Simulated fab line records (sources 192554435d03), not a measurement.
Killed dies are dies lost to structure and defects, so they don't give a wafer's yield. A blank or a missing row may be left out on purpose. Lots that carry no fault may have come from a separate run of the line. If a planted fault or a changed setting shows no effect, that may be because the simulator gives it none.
Chamber matching -- flow n5 finfet -- N5_BEOL_M9_ETCH_66 on rie diel-01 has 4 sister chambers
The step etches SOC in N2/H2, target depth 80 nm, overetch 16 nm, time 120 s. 4 wafers are shown with their chamber, then 8 later ones without.

== EACH WAFER AND ITS CHAMBER ==
wafer,chamber,showerhead plenum p Torr (Torr)
L084.3,2,2.50
L084.4,0,2.59
L092.2,1,2.57
L093.1,3,2.42

== WAFERS MISSING THEIR CHAMBER ==
wafer,showerhead plenum p Torr (Torr)
L093.5,2.58
L093.6,2.42
L094.2,2.58
L094.3,2.56
L094.5,2.50
L096.2,2.49
L096.3,2.56
L096.4,2.49

== WHICH CHAMBER EACH ONE RAN IN ==
wafer,from the rows above,in truth
L093.5,can't be placed: 0 or 1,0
L093.6,3,3
L094.2,can't be placed: 0 or 1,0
L094.3,1,1
L094.5,2,2
L096.2,2,2
L096.3,1,1
L096.4,2,2
Correctly placed: 6 of 8. These rows do not allow placing 2 (true chamber among the candidates in 2). Wrongly placed: 0.
How it was worked out, from the rows above alone: a wafer's distance from a chamber is the root of the sum, over the readings, of the square of ((its reading less the chamber's mean) divided by the reading's scatter). The wafer belongs to the nearest chamber; if the next one is less than 2 further off, it can't be placed. The mean given for a chamber averages the wafers shown for that chamber. The scatter: with one shown wafer a chamber, the root of the mean of the squares of how far each hidden wafer lies from its nearest shown one.
